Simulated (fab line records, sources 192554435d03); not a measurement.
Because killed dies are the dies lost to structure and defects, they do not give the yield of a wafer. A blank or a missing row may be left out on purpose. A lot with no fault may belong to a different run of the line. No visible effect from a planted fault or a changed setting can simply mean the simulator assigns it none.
Which of the tools did it? | flow n5Finfet | 9 lots, 25 wafers sampled, at 7 steps of a route of 1938

## WHAT THE GAUGES SHOWED, per wafer
N5_MOL_CONTACT_COAG_THK_MEAS_53. Usual: VIA_MOL_THK typically reads 44.2 nm, with standard deviation 0.58.
lot  | measured     | on           | VIA_MOL_THK (nm) | flag
L548 | day 6 12:38  | filmMetro-02 | 44.0 44.7 44.5   | 
L549 | day 6 19:21  | filmMetro-02 | 44.7 44.6 45.2   | 
L550 | day 7 01:03  | filmMetro-02 | 43.3 44.7 45.1   | 
L551 | day 7 05:28  | filmMetro-02 | 42.7 43.0 44.1   | 
L562 | day 10 19:45 | filmMetro-02 | 44.3 45.1 44.6   | 
L560 | day 10 22:49 | filmMetro-02 | 44.1 44.9 44.5   | 
L564 | day 11 01:34 | filmMetro-01 | 43.3 43.9 43.8   | 
L565 | day 11 04:17 | filmMetro-01 | 44.7 45.4        | 
L566 | day 11 13:33 | filmMetro-02 | 43.7 44.3        | 

N5_MOL_CONTACT_COAG_INSPECT_97: inspects for defects (darkfield). Usual: rawDefectCount at 44, with a standard deviation of 20.
lot  | measured     | on               | rawDefectCount | flag
L548 | day 6 15:44  | defectInspect-02 | 35 32 42       | 
L549 | day 6 22:26  | defectInspect-01 | 32 48 31       | 
L550 | day 7 04:07  | defectInspect-02 | 15 26 34       | 
L551 | day 7 08:31  | defectInspect-01 | 29 54 46       | 
L562 | day 10 22:48 | defectInspect-02 | 15 27 16       | 
L560 | day 11 01:53 | defectInspect-01 | 23 34 42       | 
L564 | day 11 04:53 | defectInspect-01 | 53 38 42       | 
L565 | day 11 07:52 | defectInspect-02 | 60 26          | 
L566 | day 11 16:37 | defectInspect-02 | 21 52          | 

N5_BEOL_M0_SAQP_INSPECT_42: inspects for defects (brightfield). Usual: rawDefectCount at 289, with a standard deviation of 74.
lot  | measured     | on               | rawDefectCount | flag
L548 | day 6 21:31  | defectInspect-01 | 344 349 432    | 
L549 | day 7 05:05  | defectInspect-01 | 241 242 257    | 
L550 | day 7 11:59  | defectInspect-01 | 524 391 339    | 
L551 | day 7 14:40  | defectInspect-02 | 203 213 301    | 
L562 | day 11 05:16 | defectInspect-02 | 298 364 2020   | OFF
L560 | day 11 09:27 | defectInspect-01 | 2004 238 1929  | OFF
L564 | day 11 12:16 | defectInspect-02 | 586 351 358    | 
L565 | day 11 13:34 | defectInspect-01 | 390 263        | 
L566 | day 12 01:35 | defectInspect-01 | 250 341        | 

N5_BEOL_M4_RC_MEAS_101. Usual: DIBL_N 37.2 mV/V, standard deviation 2.1; DIBL_P 37.3 mV/V, standard deviation 2.3; IOFF_N 0.18 nA/um, standard deviation 0.041; IOFF_P 0.24 nA/um, standard deviation 0.042; ION_N 680 uA/um, standard deviation 13; ION_P 466 uA/um, standard deviation 7.7; SS_N 71.8 mV/dec, standard deviation 0.68; SS_P 73.5 mV/dec, standard deviation 0.66; VT_N 249 mV, standard deviation 3.6; VT_P -248 mV, standard deviation 3.4.
lot  | measured     | on        | DIBL_N (mV/V)  | DIBL_P (mV/V)  | IOFF_N (nA/um) | IOFF_P (nA/um) | ION_N (uA/um) | ION_P (uA/um) | SS_N (mV/dec)  | SS_P (mV/dec)  | VT_N (mV)   | VT_P (mV)      | flag
L548 | day 9 13:08  | prober-02 | 39.4 35.0 35.1 | 39.2 33.6 34.5 | 0.25 0.14 0.15 | 0.30 0.21 0.23 | 694 656 679   | 472 460 471   | 72.9 71.2 70.9 | 73.9 72.8 73.0 | 243 252 248 | -246 -249 -248 | 
L549 | day 9 18:03  | prober-02 | 34.4 35.4 35.9 | 33.7 35.4 35.8 | 0.13 0.14 0.15 | 0.19 0.21 0.22 | 676 668 673   | 468 460 464   | 71.2 71.7 71.1 | 73.0 72.4 73.9 | 254 252 248 | -252 -248 -246 | 
L550 | day 9 18:40  | prober-01 | 35.8 37.4 35.7 | 37.3 38.3 36.9 | 0.16 0.17 0.15 | 0.21 0.22 0.19 | 681 670 680   | 466 460 468   | 70.9 71.6 71.0 | 72.9 73.8 73.2 | 252 250 251 | -251 -252 -253 | 
L551 | day 9 19:36  | prober-01 | 34.2 36.8 38.3 | 34.9 37.7 39.7 | 0.13 0.17 0.22 | 0.18 0.24 0.27 | 669 677 696   | 460 465 475   | 71.1 71.3 72.6 | 72.9 73.5 73.5 | 252 246 242 | -253 -247 -247 | 
L562 | day 13 20:22 | prober-01 | 37.3 39.4      | 36.5 38.5      | 0.15 0.18      | 0.20 0.23      | 673 673       | 461 456       | 71.4 72.3      | 73.8 74.2      | 254 254     | -255 -252      | 
L560 | day 13 17:44 | prober-01 | 39.5           | 40.7           | 0.21           | 0.31           | 675           | 470           | 72.4           | 74.2           | 250         | -244           | 
L564 | day 14 21:18 | prober-02 | 35.5 36.6 38.1 | 36.1 37.3 39.4 | 0.15 0.17 0.23 | 0.19 0.22 0.26 | 678 667 704   | 459 457 473   | 71.7 71.9 72.0 | 73.9 74.1 74.4 | 251 248 242 | -252 -249 -248 | 
L565 | day 14 20:22 | prober-01 | 33.0 34.9      | 34.6 36.7      | 0.12 0.14      | 0.19 0.23      | 675 666       | 472 466       | 70.5 71.6      | 72.3 72.7      | 250 252     | -252 -248      | 
L566 | day 15 00:02 | prober-02 | 37.5 38.1      | 36.9 37.8      | 0.18 0.20      | 0.25 0.27      | 675 677       | 466 463       | 72.0 72.2      | 73.6 74.2      | 251 248     | -249 -245      | 

## WHAT TOOL EACH LOT RAN ON (gives the tool, then ch and the chambers of the sampled wafers, and finally the start)
lot  | N5_BEOL_M0_SAQP_MANDREL_ETCH_20 | N5_BEOL_M0_SAQP_SPACER1_ETCHBACK_99 | N5_BEOL_M0_SAQP_ETCH_101
L548 | rieSi-06 ch 0,2, day 6 17:48    | rieDiel-01 ch 0,1,3, day 6 18:53    | rieDiel-01 ch 1,2, day 6 19:07
L549 | rieSi-03 ch 0,1,2, day 7 00:59  | rieDiel-03 ch 0,2,3, day 7 02:40    | rieDiel-01 ch 0,3, day 7 02:53
L550 | rieSi-03 ch 0,3, day 7 08:29    | rieDiel-03 ch 0,1,3, day 7 09:38    | rieDiel-02 ch 1,3, day 7 09:52
L551 | rieSi-06 ch 1,2,3, day 7 10:32  | rieDiel-01 ch 0,3, day 7 11:52      | rieDiel-02 ch 0,1, day 7 12:13
L562 | rieSi-03 ch 0,1,3, day 11 01:12 | rieDiel-01 ch 1,2,3, day 11 02:25   | rieDiel-03 ch 0,3, day 11 02:40
L560 | rieSi-03 ch 0,3, day 11 04:32   | rieDiel-01 ch 2,3, day 11 06:52     | rieDiel-02 ch 0,1,3, day 11 07:10
L564 | rieSi-02 ch 0,1,3, day 11 08:11 | rieDiel-01 ch 1,2,3, day 11 09:25   | rieDiel-01 ch 0,1,2, day 11 09:47
L565 | rieSi-02 ch 0,2, day 11 09:49   | rieDiel-02 ch 1,3, day 11 11:08     | rieDiel-02 ch 0,2, day 11 11:22
L566 | rieSi-02 ch 0,2, day 11 18:25   | rieDiel-01 ch 0,1, day 11 22:51     | rieDiel-02 ch 0,2, day 11 23:05
- N5_BEOL_M0_SAQP_MANDREL_ETCH_20: etches a-Si in HBr/Cl2, stops on SiNx, target depth 60 nm, bt time 10 s, time 30 s.
- N5_BEOL_M0_SAQP_SPACER1_ETCHBACK_99: etches SiO2 in CHF3/O2, target depth 15.4 nm, time 7.7 s.
- N5_BEOL_M0_SAQP_ETCH_101: etches SiNx in CH3F/O2, target depth 29.9 nm, time 42.7 s.

## AS READ BY THE TOOLS THEMSELVES (means over the sampled wafers that have a number; for cases with no such wafer, the mark the record gives instead)
N5_BEOL_M0_SAQP_MANDREL_ETCH_20. Usual: drypumpMotorCurrentA 5.8 A, standard deviation 0.49; oesProductAu 0.771 a.u., standard deviation 0.012; throttleValvePct 35.48 %, standard deviation 0.28.
lot  | tool     | drypumpMotorCurrentA (A) | oesProductAu (a.u.) | throttleValvePct (%) | flag
L548 | rieSi-06 | 5.5                      | 0.790               | 34.98                | 
L549 | rieSi-03 | 5.9                      | 0.776               | 35.39                | 
L550 | rieSi-03 | 6.3                      | 0.774               | 35.63                | 
L551 | rieSi-06 | 5.4                      | 0.785               | 35.36                | 
L562 | rieSi-03 | 6.0                      | 0.737               | 35.58                | 
L560 | rieSi-03 | 6.3                      | 0.706               | 35.79                | OFF
L564 | rieSi-02 | 5.5                      | 0.760               | 35.66                | 
L565 | rieSi-02 | 6.1                      | 0.764               | 35.55                | 
L566 | rieSi-02 | 6.1                      | 0.760               | 35.56                | 

N5_BEOL_M0_SAQP_SPACER1_ETCHBACK_99. Usual: drypumpMotorCurrentA 5.9 A, standard deviation 0.49; oesProductAu 0.82 a.u., standard deviation 0.085; rfVppV 519 V, standard deviation 7.8; showerheadPlenumPTorr 2.43 Torr, standard deviation 0.067; throttleValvePct 18.72 %, standard deviation 0.29.
lot  | tool       | drypumpMotorCurrentA (A) | oesProductAu (a.u.) | rfVppV (V) | showerheadPlenumPTorr (Torr) | throttleValvePct (%) | flag
L548 | rieDiel-01 | 5.9                      | 0.82                | 520        | 2.45                         | 18.58                | 
L549 | rieDiel-03 | 5.8                      | 0.83                | 519        | 2.44                         | 18.67                | 
L550 | rieDiel-03 | 5.9                      | 0.82                | 517        | 2.46                         | 18.86                | 
L551 | rieDiel-01 | 5.8                      | 0.74                | 528        | 2.39                         | 18.78                | 
L562 | rieDiel-01 | 5.6                      | 0.69                | 522        | 2.45                         | 18.49                | 
L560 | rieDiel-01 | 5.5                      | 0.52                | 532        | 2.39                         | 18.50                | OFF
L564 | rieDiel-01 | 5.6                      | 0.86                | 525        | 2.45                         | 18.52                | 
L565 | rieDiel-02 | 5.7                      | 0.69                | 520        | 2.30                         | 19.25                | 
L566 | rieDiel-01 | 6.1                      | 0.82                | 512        | 2.47                         | 18.50                | 

N5_BEOL_M0_SAQP_ETCH_101. Usual: drypumpMotorCurrentA 5.8 A, standard deviation 0.5; oesProductAu 0.81 a.u., standard deviation 0.1; rfVppV 295 V, standard deviation 4.8; showerheadPlenumPTorr 1.99 Torr, standard deviation 0.061; throttleValvePct 16.3 %, standard deviation 0.31.
lot  | tool       | drypumpMotorCurrentA (A) | oesProductAu (a.u.) | rfVppV (V) | showerheadPlenumPTorr (Torr) | throttleValvePct (%) | flag
L548 | rieDiel-01 | 5.7                      | 0.92                | 293        | 2.09                         | 15.9                 | 
L549 | rieDiel-01 | 5.7                      | 0.74                | 300        | 1.98                         | 16.3                 | 
L550 | rieDiel-02 | 5.9                      | 0.70                | 297        | 1.91                         | 16.6                 | 
L551 | rieDiel-02 | 5.5                      | 0.87                | 291        | 1.95                         | 16.4                 | 
L562 | rieDiel-03 | 5.5                      | 0.80                | 296        | 2.02                         | 16.2                 | 
L560 | rieDiel-02 | 5.7                      | 0.76                | 294        | 1.92                         | 16.5                 | 
L564 | rieDiel-01 | 6.0                      | 0.83                | 293        | 2.05                         | 16.0                 | 
L565 | rieDiel-02 | 6.0                      | 0.92                | 293        | 1.96                         | 16.2                 | 
L566 | rieDiel-02 | 6.0                      | 0.92                | 293        | 1.96                         | 16.2                 | 

## THE ANSWER, worked out from the rows above alone
Rule: a lot counts as off when the mean over its wafers that have a number is more than 3 standard deviations away from the usual mean. A lot without any number at a reading at which 4 lots or more have one is off too. Any other lot the step has rows for is counted as sound. After the gauges, taken in route order, come the tools' own readings; for these a lot's mean is taken, as printed above. At the first step where some lot is off, the reading lying furthest off is the one used; lots without a number count as furthest.
Off at N5_BEOL_M0_SAQP_INSPECT_42 (rawDefectCount): L562, L560.
A tool fits if, at a process step before that reading, it ran every lot that is off, and no sound lot after the first of them. The gauges at N5_BEOL_M0_SAQP_INSPECT_42 are tried like those tools. One candidate fits, namely rieSi-03 at N5_BEOL_M0_SAQP_MANDREL_ETCH_20. A fault onset in the window from L550 (day 7 08:29, its last sound lot) to L562 (day 11 01:12, its first lot off) fits.

## WHAT THE SIMULATOR HAD PUT IN
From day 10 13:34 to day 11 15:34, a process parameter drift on rieSi-03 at N5_BEOL_M0_SAQP_MANDREL_ETCH_20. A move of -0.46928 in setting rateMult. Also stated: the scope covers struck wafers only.
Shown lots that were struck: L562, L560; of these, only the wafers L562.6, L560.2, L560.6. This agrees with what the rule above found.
